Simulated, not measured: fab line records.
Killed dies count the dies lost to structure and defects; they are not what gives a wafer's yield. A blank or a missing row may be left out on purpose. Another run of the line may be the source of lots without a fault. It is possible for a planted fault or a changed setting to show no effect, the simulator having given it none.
Matching of chambers / flow nandHarc / NHARC_A_CHANNEL_FILL_D1_ALD_14 on aldHk-01 has 4 sister chambers
The step deposits SiO2, target thk 2.5 nm, pulse time 10 s, ald cycles 25. 18 wafers are shown with their chamber, then 9 later ones without.

== WAFERS PAIRED WITH THEIR CHAMBERS ==
wafer=L074.1; chamber=2; heaterPowerW (W)=466; precursorPulseHeightRel=0.994
wafer=L074.2; chamber=3; heaterPowerW (W)=476; precursorPulseHeightRel=1.004
wafer=L074.3; chamber=0; heaterPowerW (W)=425; precursorPulseHeightRel=0.975
wafer=L076.1; chamber=1; heaterPowerW (W)=563; precursorPulseHeightRel=0.998
wafer=L076.4; chamber=2; heaterPowerW (W)=458; precursorPulseHeightRel=1.017
wafer=L076.5; chamber=3; heaterPowerW (W)=474; precursorPulseHeightRel=0.987
wafer=L077.2; chamber=2; heaterPowerW (W)=473; precursorPulseHeightRel=0.987
wafer=L077.4; chamber=3; heaterPowerW (W)=476; precursorPulseHeightRel=0.994
wafer=L077.6; chamber=3; heaterPowerW (W)=474; precursorPulseHeightRel=0.979
wafer=L079.1; chamber=2; heaterPowerW (W)=477; precursorPulseHeightRel=0.991
wafer=L079.2; chamber=1; heaterPowerW (W)=564; precursorPulseHeightRel=0.995
wafer=L079.3; chamber=3; heaterPowerW (W)=470; precursorPulseHeightRel=1.001
wafer=L080.1; chamber=3; heaterPowerW (W)=465; precursorPulseHeightRel=1.012
wafer=L080.2; chamber=2; heaterPowerW (W)=462; precursorPulseHeightRel=0.985
wafer=L080.6; chamber=2; heaterPowerW (W)=463; precursorPulseHeightRel=1.011
wafer=L083.1; chamber=1; heaterPowerW (W)=564; precursorPulseHeightRel=0.993
wafer=L083.2; chamber=2; heaterPowerW (W)=468; precursorPulseHeightRel=1.027
wafer=L083.6; chamber=3; heaterPowerW (W)=488; precursorPulseHeightRel=1.001

SIGNATURES (means of the wafers above)
reading=heaterPowerW; chamber 0=425.00; chamber 1=563.67; chamber 2=466.71; chamber 3=474.71; scatter within a chamber=6.31
reading=precursorPulseHeightRel; chamber 0=0.97500; chamber 1=0.99533; chamber 2=1.00171; chamber 3=0.99686; scatter within a chamber=0.013
Rule: a wafer lies at a distance from a chamber equal to the root of the sum of squares, over the readings, of (its reading less the chamber's mean, divided by the reading's scatter). The wafer belongs to the nearest chamber; if the next one is less than 2 further off, it can't be placed. The scatter: take each reading less its chamber's mean, square it, sum over the shown wafers, divide by the number of wafers less the number of chambers, and take the root.

== WAFERS WITHOUT THEIR CHAMBER ==
wafer=L087.1; heaterPowerW (W)=608; precursorPulseHeightRel=0.980
wafer=L087.2; heaterPowerW (W)=413; precursorPulseHeightRel=0.979
wafer=L087.4; heaterPowerW (W)=473; precursorPulseHeightRel=0.994
wafer=L091.2; heaterPowerW (W)=593; precursorPulseHeightRel=1.014
wafer=L091.3; heaterPowerW (W)=487; precursorPulseHeightRel=0.974
wafer=L091.4; heaterPowerW (W)=468; precursorPulseHeightRel=0.974
wafer=L094.1; heaterPowerW (W)=597; precursorPulseHeightRel=0.987
wafer=L094.3; heaterPowerW (W)=471; precursorPulseHeightRel=0.964
wafer=L094.6; heaterPowerW (W)=472; precursorPulseHeightRel=1.033

== THE CHAMBER EACH PASSED THROUGH ==
wafer=L087.1; from the rows above=1; in truth=1
wafer=L087.2; from the rows above=0; in truth=0
wafer=L087.4; from the rows above=can't be placed: 3 or 2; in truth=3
wafer=L091.2; from the rows above=1; in truth=1
wafer=L091.3; from the rows above=can't be placed: 3 or 2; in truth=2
wafer=L091.4; from the rows above=can't be placed: 3 or 2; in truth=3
wafer=L094.1; from the rows above=1; in truth=1
wafer=L094.3; from the rows above=can't be placed: 3 or 2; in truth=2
wafer=L094.6; from the rows above=can't be placed: 2 or 3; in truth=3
Correct placement for 4 of the 9. Not placeable from these rows: 5 (in 5, the candidates include the true chamber). Placed wrongly: 0.
